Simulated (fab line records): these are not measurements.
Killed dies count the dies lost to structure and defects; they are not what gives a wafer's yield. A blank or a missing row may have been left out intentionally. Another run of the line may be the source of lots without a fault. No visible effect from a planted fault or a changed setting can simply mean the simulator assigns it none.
Chamber matching	flow n5Finfet	4 sister chambers for N5_BEOL_M0_SAQP_ETCH_84 on rieDiel-06
The step etches SOC in N2/H2, target depth 100 nm, overetch 20 nm, time 150 s. 4 wafers are shown with their chamber, then 12 later ones without.

WAFERS, EACH WITH ITS CHAMBER
wafer	chamber	showerheadPlenumPTorr (Torr)
L090.6	3	2.60
L091.3	2	2.50
L091.4	0	2.56
L091.5	1	2.65

WAFERS MISSING THEIR CHAMBER
wafer	showerheadPlenumPTorr (Torr)
L092.1	2.50
L092.2	2.65
L092.3	2.59
L092.4	2.59
L092.5	2.65
L092.6	2.49
L095.1	2.59
L095.2	2.65
L095.6	2.59
L096.1	2.65
L096.2	2.59
L096.5	2.59

THE CHAMBER EACH PASSED THROUGH
wafer	from the rows above	in truth
L092.1	2	2
L092.2	1	1
L092.3	3	3
L092.4	3	3
L092.5	1	1
L092.6	2	2
L095.1	3	3
L095.2	1	1
L095.6	3	3
L096.1	1	1
L096.2	3	3
L096.5	3	3
12 of 12 placed correctly. Not placeable from these rows: 0. 0 placed wrongly.
How it was worked out, from the rows above alone: a wafer's distance from a chamber is the root of the sum, over the readings, of the square of ((its reading less the chamber's mean) divided by the reading's scatter). If the next closest chamber is less than 2 further off than the closest, the wafer can't be placed; otherwise it belongs to the closest. Each chamber's mean is taken over the wafers shown for it. The scatter: root of mean squared gap, hidden wafer to nearest shown wafer, with one shown wafer a chamber.
